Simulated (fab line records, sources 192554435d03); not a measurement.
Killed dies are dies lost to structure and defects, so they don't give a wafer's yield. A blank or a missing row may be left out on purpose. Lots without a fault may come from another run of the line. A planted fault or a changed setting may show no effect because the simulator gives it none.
Split-lot experiment | flow n5_finfet | 7 lots, 21 wafers read, on a route of 1938 steps

THE SPLIT
At N5_BEOL_M15_PEB_26 (peb time 90 s), the setting peb_time_s was moved away from the recipe's 90 s on 8 of the 21 wafers read, by -22.2% to +12.3%. The other wafers ran this setting at the recipe's value.

FROM THE SPLIT TO THE READING: what the file shows between them, 2 steps
- N5_BEOL_M15_DEVELOP_27: develop time 45 s
- N5_BEOL_M15_HARDBAKE_32: time 120 s

THE READING
cd_nm, in nm, at N5_BEOL_M15_CD_MEAS_28 (target cd 407.6 nm). Fault-free wafers of this fab line usually give 408.4 nm, standard deviation 2.4 nm.

wafer  | tool, chamber at the split | peb_time_s as run, s | against the recipe | cd_nm, nm | against lot-mates on the recipe
L075.1 | litho_track-02, 0          | 90                   | recipe             | 410.7     | -
L075.2 | litho_track-02, 0          | 90                   | recipe             | 406.5     | -
L075.5 | litho_track-02, 0          | 90                   | recipe             | 409.1     | -
L082.1 | litho_track-04, 0          | 72.58                | -19.4%             | 403.2     | -7.8
L082.3 | litho_track-04, 0          | 90                   | recipe             | 411.0     | -
L082.4 | litho_track-04, 0          | 72.58                | -19.4%             | 398.5     | -12.5
L085.1 | litho_track-03, 0          | 69.98                | -22.2%             | 396.8     | -10.3
L085.5 | litho_track-03, 0          | 90                   | recipe             | 408.7     | -
L085.6 | litho_track-03, 0          | 90                   | recipe             | 405.5     | -
L080.1 | litho_track-03, 0          | 78.52                | -12.8%             | 405.6     | -5.4
L080.5 | litho_track-03, 0          | 90                   | recipe             | 412.7     | -
L080.6 | litho_track-03, 0          | 90                   | recipe             | 409.3     | -
L084.1 | litho_track-03, 0          | 90                   | recipe             | 409.6     | -
L084.2 | litho_track-03, 0          | 97.24                | +8.0%              | 410.9     | +1.3
L084.4 | litho_track-03, 0          | 97.24                | +8.0%              | 408.3     | -1.3
L089.3 | litho_track-02, 0          | 90                   | recipe             | 406.9     | -
L089.4 | litho_track-02, 0          | 90                   | recipe             | 408.6     | -
L089.6 | litho_track-02, 0          | 90                   | recipe             | 409.9     | -
L094.1 | litho_track-04, 0          | 101.1                | +12.3%             | 412.8     | +6.8
L094.4 | litho_track-04, 0          | 90                   | recipe             | 406.0     | -
L094.6 | litho_track-04, 0          | 101.1                | +12.3%             | 412.0     | +6.0

THE FIT
A straight line over all 21 wafers: cd_nm changes by +0.381 nm for each +1% of peb_time_s; r = +0.86; the points scatter about the line by 2.2 nm.
The same after taking each lot's own level away (the mean of its wafers on the recipe; 21 wafers): +0.454 nm for each +1%; r = +0.92; scatter 1.9 nm.
On that fit, the largest move of peb_time_s shifts the reading by 10 nm.
The lots' own levels span 406.00 to 411.00 nm, that is 2.1 times the standard deviation above.
So the lot-to-lot level changes the slope: the two fits differ.
Check: with one of the wafers moved furthest among these (-22.2%) left out of the fit, the line predicts -10.6 nm for it against its lot-mates. It came out at -10.3 nm against them.

OTHER SPLITS ON THESE WAFERS
These wafers also went through other splits before the reading. Each is held against what the fit with the lots' levels taken away leaves over:
other split on the same wafers    | wafers away from the commonest value | r with cd_nm (lot level and that fit taken away)
N5_BEOL_M13_TRENCH_ETCH_34 time_s | 5                                    | -0.28
N5_BEOL_M14_TRENCH_ETCH_34 time_s | 7                                    | -0.09

THE WHOLE CHAIN: every reading that the file lists as answering this split, in the file's order
step                   | what it does             | reading                                                         | change (the file's fit)               | r (the file's)
N5_BEOL_M15_CD_MEAS_28 | target cd 407.6 nm       | cd_nm                                                           | +0.46 nm for each +1% of the setting  | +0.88
N5_BEOL_M15_DESCUM_33  | chemistry O2, time 7.9 s | BEOL_M15.cd_nm (the simulator's own value, which no gauge read) | +0.457 nm for each +1% of the setting | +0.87

THE FILE'S OWN FIT
cd_nm changes by +0.46 nm for each +1% of peb_time_s, r = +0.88.
